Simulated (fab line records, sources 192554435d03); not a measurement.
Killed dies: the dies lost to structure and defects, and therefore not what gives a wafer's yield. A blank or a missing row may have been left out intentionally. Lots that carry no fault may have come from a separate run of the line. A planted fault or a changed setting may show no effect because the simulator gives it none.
fab line records	flow n5_finfet
[record] lots = 7	wafers = 39
route steps=1938 shown BEOL_M9@1401 BEOL_M10@1488 TV_OPEN@1890 PAD_METAL@1896
start_h: start of the lot's first displayed wafer, in hours after the record's first day	wait_h: hours elapsed since this lot's preceding step	" same as the row above	L1.1+2: a row that stands for several wafers	- no value, or no start was given	* or withheld: withheld	< > ~ a bound
route shown NAME@n: a module of which the file shows steps, and the number in the route of the first	usual: mean and standard deviation over wafers with no fault	same: alike in all rows	chamber/n: place in a boat	sites: readings site by site	_std_site: standard deviation of those values	_edge_site: inner sites' mean taken away from outer sites' mean	radius_mm: for every site, how far away it sits from the centre of the wafer	mask NAME#n: copy n	behind: the last tool/chamber to shape the wafer	hold: why the lot went on hold/how many hours it stayed there/how the hold came to an end	device: whichever transistor did not switch (one of n, p or np)	end of line: the route-end tests of the same wafers	a step without rows: its recipe alone	killed: dies that structure and defects cost at the first sort, which is not the same as the wafer's yield	map: per-die view of a wafer (x killed, . not killed, _ where there is no die)
set.NAME: setting as actually run; set.NAME@STEP: the setting as run at that earlier step	model.NAME: the simulator's own value behind a step, which no gauge read
lots with deliberately changed settings; one table per step, one row per wafer
[[steps]]
[step N5_BEOL_M9_ILD_DEP_00]
[recipe] material = SiCOH_lowk	target_thk_a = 3085.1	temp_c = 300	precursor = DEMS/porogen	pressure_torr = 5	rf_w = 500	time_s = 58
lot.wafer	tool	chamber	start_h	wait_h	set.time_s	model.SiCOH_lowk_of_BEOL_M9_ILD_DEP_00.thk_nm
L075.1+2	pecvd-01	2,1	197.61	0.0	58	308.6
L075.5	"	2	"	"	58	314.2
L077.1	pecvd-01	1	215.15	0.0	58	300
L077.2	"	0	"	"	58	304.4
L077.3	"	0	"	"	75.2	394.6
L077.4	"	1	"	"	75.2	395.8
L077.5	"	0	"	"	75.2	398
L077.6	"	1	"	"	58	307.6
L078.1	pecvd-02	0	228.76	0.0	44.7	237
L078.2	"	2	"	"	44.7	239.8
L078.3	"	1	"	"	44.7	237.8
L078.4	"	2	"	"	58	310.4
L078.5	"	0	"	"	58	309.4
L078.6	"	1	"	"	58	315.8
L080.1	pecvd-01	2	240.23	0.0	42.58	227.8
L080.2	"	0	"	"	58	306.6
L080.3	"	1	"	"	42.58	224.4
L080.4	"	0	"	"	58	314.8
L080.5	"	1	"	"	42.58	232.4
L080.6	"	2	"	"	58	310.2
L081.1+3	pecvd-03	0,1	252.08	0.0	58	306
L081.2	"	2	"	"	58	306.8
L081.4	"	0	"	"	58	308.4
L081.5	"	1	"	"	58	311.2
L081.6	"	2	"	"	58	308.8
L082.1	pecvd-01	1	260.28	0.0	83.3	439.2
L082.2	"	0	"	"	58	309
L082.3	"	2	"	"	83.3	442.8
L082.4	"	2	"	"	58	312.6
L082.5	"	0	"	"	58	311.4
L082.6	"	1	"	"	83.3	448.4
L089.1+3	pecvd-01	2,1	288.02	0.0	58	312.2
L089.2	"	0	"	"	82.15	440.2
L089.4	"	2	"	"	58	320.2
L089.5	"	0	"	"	82.15	446.4
L089.6	"	1	"	"	82.15	441.8
[step N5_BEOL_M9_CURE_71]
[recipe] temp_c = 385	time_s = 240	ambient = He/Ar	material = SiCOH_lowk
lot.wafer	tool	chamber	start_h	wait_h	set.time_s@BEOL_M9_ILD_DEP_00	model.SiCOH_lowk_of_BEOL_M9_ILD_DEP_00.thk_nm
L075.1	uv_cure-01	2	197.69	0.0	58	268
L075.2	"	2	"	"	58	268.2
L075.5	"	2	"	"	58	273
L077.1	uv_cure-03	1	215.26	0.1	58	260.6
L077.2	"	1	"	"	58	264.4
L077.3	"	1	"	"	75.2	344.4
L077.4	"	1	"	"	75.2	345.6
L077.5	"	1	"	"	75.2	347.6
L077.6	"	1	"	"	58	267.2
L078.1	uv_cure-02	0	228.84	0.0	44.7	205
L078.2	"	0	"	"	44.7	207.4
L078.3	"	0	"	"	44.7	205.8
L078.4	"	0	"	"	58	269.6
L078.5	"	0	"	"	58	268.8
L078.6	"	0	"	"	58	274.4
L080.1	uv_cure-02	0	240.30	0.0	42.58	197
L080.2	"	0	"	"	58	266.4
L080.3	"	0	"	"	42.58	194
L080.4	"	0	"	"	58	273.4
L080.5	"	0	"	"	42.58	201
L080.6	"	0	"	"	58	269.4
L081.1+3	uv_cure-01	0	252.16	0.0	58	265.8
L081.2	"	0	"	"	58	266.6
L081.4	"	0	"	"	58	267.8
L081.5	"	0	"	"	58	270.4
L081.6	"	0	"	"	58	268.2
L082.1	uv_cure-03	2	260.77	0.5	83.3	384.2
L082.2	"	2	"	"	58	268.4
L082.3	"	2	"	"	83.3	387.4
L082.4	"	2	"	"	58	271.6
L082.5	"	2	"	"	58	270.6
L082.6	"	2	"	"	83.3	392.6
L089.1+3	uv_cure-01	0	288.10	0.0	58	271.2
L089.2	"	0	"	"	82.15	385.2
L089.4	"	0	"	"	58	278.4
L089.5	"	0	"	"	82.15	390.8
L089.6	"	0	"	"	82.15	386.8
[step N5_BEOL_M9_THK_MEAS_01]
[recipe] reads = SiCOH_lowk_of_BEOL_M9_ILD_DEP_00
[usual] M9_ILD_THK = 269/3.5
lot.wafer	tool	chamber	start_h	wait_h	set.time_s@BEOL_M9_ILD_DEP_00	M9_ILD_THK[nm]
L075.1	film_metro-02	-	198.20	0.4	58	268
L075.2	"	-	"	"	58	268
L075.5	"	-	"	"	58	273
L077.1	film_metro-02	-	215.77	0.4	58	261
L077.2	"	-	"	"	58	264
L077.3	"	-	"	"	75.2	344
L077.4	"	-	"	"	75.2	345
L077.5	"	-	"	"	75.2	347
L077.6	"	-	"	"	58	267
L078.1	film_metro-02	-	229.35	0.4	44.7	205
L078.2	"	-	"	"	44.7	208
L078.3	"	-	"	"	44.7	206
L078.4	"	-	"	"	58	270
L078.5	"	-	"	"	58	269
L078.6	"	-	"	"	58	274
L080.1	film_metro-02	-	241.30	0.8	42.58	197
L080.2	"	-	"	"	58	266
L080.3	"	-	"	"	42.58	194
L080.4	"	-	"	"	58	274
L080.5	"	-	"	"	42.58	201
L080.6	"	-	"	"	58	270
L081.1	film_metro-01	-	252.67	0.4	58	266
L081.2	"	-	"	"	58	267
L081.3	"	-	"	"	58	266
L081.4	"	-	"	"	58	268
L081.5	"	-	"	"	58	271
L081.6	"	-	"	"	58	268
L082.1	film_metro-02	-	261.29	0.4	83.3	384
L082.2	"	-	"	"	58	268
L082.3	"	-	"	"	83.3	388
L082.4	"	-	"	"	58	272
L082.5	"	-	"	"	58	271
L082.6	"	-	"	"	83.3	393
L089.1	film_metro-02	-	288.61	0.4	58	271
L089.2	"	-	"	"	82.15	385
L089.3	"	-	"	"	58	271
L089.4	"	-	"	"	58	278
L089.5	"	-	"	"	82.15	391
L089.6	"	-	"	"	82.15	387
[step N5_BEOL_M10_ETCH_62]
[recipe] chemistry = N2/H2	target = SOC	target_depth_a = 1100	overetch_a = 220	mask_material = SiARC	temp_c = 40	time_s = 165	ion_energy_ev = 200	pressure_mtorr = 30	source_w = 840	bias_w = 150	n2_flow_sccm = 200	h2_flow_sccm = 200
lot.wafer	tool	chamber	start_h	wait_h	set.time_s	model.etch.depth_nm	model.SiARC_of_BEOL_M10_COAT_60.thk_nm	model.BEOL_M10.cd_offset_nm
L075.1	rie_diel-01	0	208.90	0.0	165	99.66	23.2	0.6
L075.2	"	2	"	"	165	99.79	23.8	0.6
L075.5	"	0	"	"	165	99.34	23.4	0.4
L077.1	rie_diel-01	3	222.87	0.0	165	99.97	23.6	-0.6
L077.2	"	2	"	"	77.19	61.92	27.2	-2.4
L077.3	"	0	"	"	165	99.85	23.4	-0.2
L077.4	"	1	"	"	165	100.2	23.6	-0.4
L077.5	"	2	"	"	77.19	62.03	27.2	-2.4
L077.6	"	1	"	"	77.19	61.73	27	-3.2
L078.1	rie_diel-06	0	238.16	0.0	165	100.1	23.4	0.4
L078.2	"	3	"	"	165	99.97	23	-0.4
L078.3	"	1	"	"	165	100.3	23.4	-0.2
L078.4	"	0	"	"	165	99.93	23.4	0.8
L078.5	"	1	"	"	165	99.82	23.4	-1
L078.6	"	3	"	"	165	100.3	22.8	0
L080.1	rie_diel-01	0	254.59	0.0	246.9	100.2	20.2	1.6
L080.2	"	3	"	"	165	100.5	23.4	0.4
L080.3	"	1	"	"	165	100.4	23.6	0
L080.4	"	2	"	"	246.9	100.2	20.6	1.6
L080.5	"	0	"	"	246.9	100.5	20	1.2
L080.6	"	1	"	"	165	100.2	23.6	-0.4
L081.1	rie_diel-01	3	260.75	0.0	88.13	72.61	26.6	-1.2
L081.2	"	2	"	"	165	99.65	23.8	1
L081.3	"	1	"	"	165	99.91	23.6	0
L081.4	"	0	"	"	165	100	23.4	0.4
L081.5	"	1	"	"	88.13	70.51	26.6	-1.2
L081.6	"	2	"	"	88.13	70.87	26.6	-0.6
L082.1	rie_diel-06	2	271.47	0.0	165	100.2	23.2	-0.8
L082.2	"	0	"	"	165	100.1	23.4	-1
L082.3	"	1	"	"	165	99.98	23.6	-1.4
L082.4	"	3	"	"	165	100.4	23.2	-0.6
L082.5	"	2	"	"	165	99.83	23.2	-0.8
L082.6	"	1	"	"	165	100.1	23.6	-1.2
L089.1	rie_diel-02	1	304.46	0.0	130.8	100.1	24.8	-1.4
L089.2	"	3	"	"	165	100.4	23.8	-1.4
L089.3	"	2	"	"	130.8	100.3	25.2	-2.4
L089.4	"	2	"	"	165	100.1	23.8	-0.6
L089.5	"	3	"	"	130.8	99.9	25	-1.6
L089.6	"	1	"	"	165	100.4	23.4	-0.8
[step N5_PASSIVATION_ETCH_15]
[recipe] chemistry = CF4/N2	target = SiCN	target_depth_a = 750	taper_deg = 2	time_s = 81.2	ion_energy_ev = 150	mask_material = SiNx	pressure_mtorr = 40	source_w = 430	bias_w = 70	Ar_flow_sccm = 100	cf4_flow_sccm = 60	n2_flow_sccm = 60
lot.wafer	tool	chamber	start_h	wait_h	set.target_depth_a	model.etch.depth_nm
L075.1	rie_diel-05	3	-	-	750	65.32
L075.2	"	2	"	"	750	64.22
L075.5	"	1	"	"	750	65.11
L077.1	rie_diel-04	0	-	-	750	65.38
L077.2	"	3	"	"	750	63.02
L077.3	"	1	"	"	750	66.12
L077.4	"	1	"	"	750	65.41
L077.5	"	0	"	"	750	65.11
L077.6	"	3	"	"	750	62.94
L078.1	rie_diel-05	1	-	-	873.2	74.87
L078.2	"	3	"	"	750	65.05
L078.3	"	2	"	"	750	63.76
L078.4	"	3	"	"	873.2	75.42
L078.5	"	2	"	"	873.2	73.36
L078.6	"	1	"	"	750	64.31
L080.1	rie_diel-05	1	-	-	432.1	37.66
L080.2	"	0	"	"	432.1	38.04
L080.3	"	2	"	"	432.1	37.29
L080.4	"	3	"	"	750	65.67
L080.5	"	0	"	"	750	65.75
L080.6	"	1	"	"	750	65.62
L081.1	rie_diel-04	0	-	-	750	65.89
L081.2	"	1	"	"	455.7	40.1
L081.3	"	2	"	"	750	63.03
L081.4	"	3	"	"	455.7	38.94
L081.5	"	0	"	"	750	65.31
L081.6	"	3	"	"	455.7	38.95
L082.1	rie_diel-04	2	-	-	750	62.72
L082.2	"	0	"	"	882.7	76.38
L082.3	"	3	"	"	750	63.56
L082.4	"	1	"	"	882.7	77.33
L082.5	"	0	"	"	750	65.1
L082.6	"	1	"	"	882.7	77.57
L089.1	rie_diel-05	0	-	-	1108	97.09
L089.2	"	2	"	"	1108	94.65
L089.3	"	3	"	"	750	65.04
L089.4	"	1	"	"	750	64.54
L089.5	"	1	"	"	1108	96.1
L089.6	"	0	"	"	750	65.31
[step N5_PASSIVATION_AL_DEP_21]
[recipe] material = Al	target_thk_a = 28000	temp_c = 400	time_s = 170	power_w = 30000	chamber_pressure_pa = 0.4	gas = Ar
lot.wafer	tool	chamber	start_h	wait_h	set.time_s	model.Al_of_PASSIVATION_AL_DEP_21.thk_nm
L075.1	pvd_sputter-01	-	257.54	0.1	170	2744
L075.2	"	-	"	"	170	2700
L075.5	"	-	"	"	170	2761
L077.1	pvd_sputter-03	-	274.44	0.1	222	3709
L077.2	"	-	"	"	170	2858
L077.3	"	-	"	"	170	2843
L077.4	"	-	"	"	222	3730
L077.5	"	-	"	"	170	2866
L077.6	"	-	"	"	222	3714
L078.1	pvd_sputter-02	-	284.27	0.1	170	2830
L078.2	"	-	"	"	133	2184
L078.3+4	"	-	"	"	170	2803
L078.5	"	-	"	"	133	2232
L078.6	"	-	"	"	133	2187
L080.1	pvd_sputter-02	-	308.02	0.1	93.01	1510
L080.2	"	-	"	"	93.01	1491
L080.3	"	-	"	"	170	2755
L080.4	"	-	"	"	170	2801
L080.5	"	-	"	"	93.01	1492
L080.6	"	-	"	"	170	2780
L081.1	pvd_sputter-02	-	308.76	0.1	170	2854
L081.2	"	-	"	"	170	2851
L081.3	"	-	"	"	170	2878
L081.4	"	-	"	"	85.01	1419
L081.5	"	-	"	"	85.01	1476
L081.6	"	-	"	"	85.01	1495
L082.1	pvd_sputter-03	-	327.45	0.1	170	2795
L082.2	"	-	"	"	170	2822
L082.3	"	-	"	"	266	4377
L082.4	"	-	"	"	170	2844
L082.5	"	-	"	"	266	4371
L082.6	"	-	"	"	266	4384
L089.1+3	pvd_sputter-02	-	360.09	0.1	170	2798
L089.2	"	-	"	"	170	2836
L089.4	"	-	"	"	119.7	1976
L089.5	"	-	"	"	119.7	1956
L089.6	"	-	"	"	119.7	1961
[[key]]
[split] step = N5_BEOL_M9_ILD_DEP_00	setting = time_s	stated = 58	by = wafer
[response] step = N5_BEOL_M9_ILD_DEP_00	reading = model.SiCOH_lowk_of_BEOL_M9_ILD_DEP_00.thk_nm	change = +3.08	per = 1%	r = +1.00
[response] step = N5_BEOL_M9_CURE_71	reading = model.SiCOH_lowk_of_BEOL_M9_ILD_DEP_00.thk_nm	change = +2.74	per = 1%	r = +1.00
[response] step = N5_BEOL_M9_THK_MEAS_01	reading = M9_ILD_THK	change = +2.73	per = 1%	r = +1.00
[split] step = N5_BEOL_M10_ETCH_62	setting = time_s	stated = 165	by = wafer
[response] step = N5_BEOL_M10_ETCH_62	reading = model.etch.depth_nm	shape = bent	at_lowest = 61.89	at_stated = 100.1	at_highest = 100.3
[response] step = N5_BEOL_M10_ETCH_62	reading = model.SiARC_of_BEOL_M10_COAT_60.thk_nm	change = -0.066	per = 1%	r = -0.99
[response] step = N5_BEOL_M10_ETCH_62	reading = model.BEOL_M10.cd_offset_nm	change = +0.0354	per = 1%	r = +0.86
[split] step = N5_PASSIVATION_ETCH_15	setting = target_depth_a	stated = 750	by = wafer
[response] step = N5_PASSIVATION_ETCH_15	reading = model.etch.depth_nm	change = +0.656	per = 1%	r = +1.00
[split] step = N5_PASSIVATION_AL_DEP_21	setting = time_s	stated = 170	by = wafer
[response] step = N5_PASSIVATION_AL_DEP_21	reading = model.Al_of_PASSIVATION_AL_DEP_21.thk_nm	change = +28	per = 1%	r = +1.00
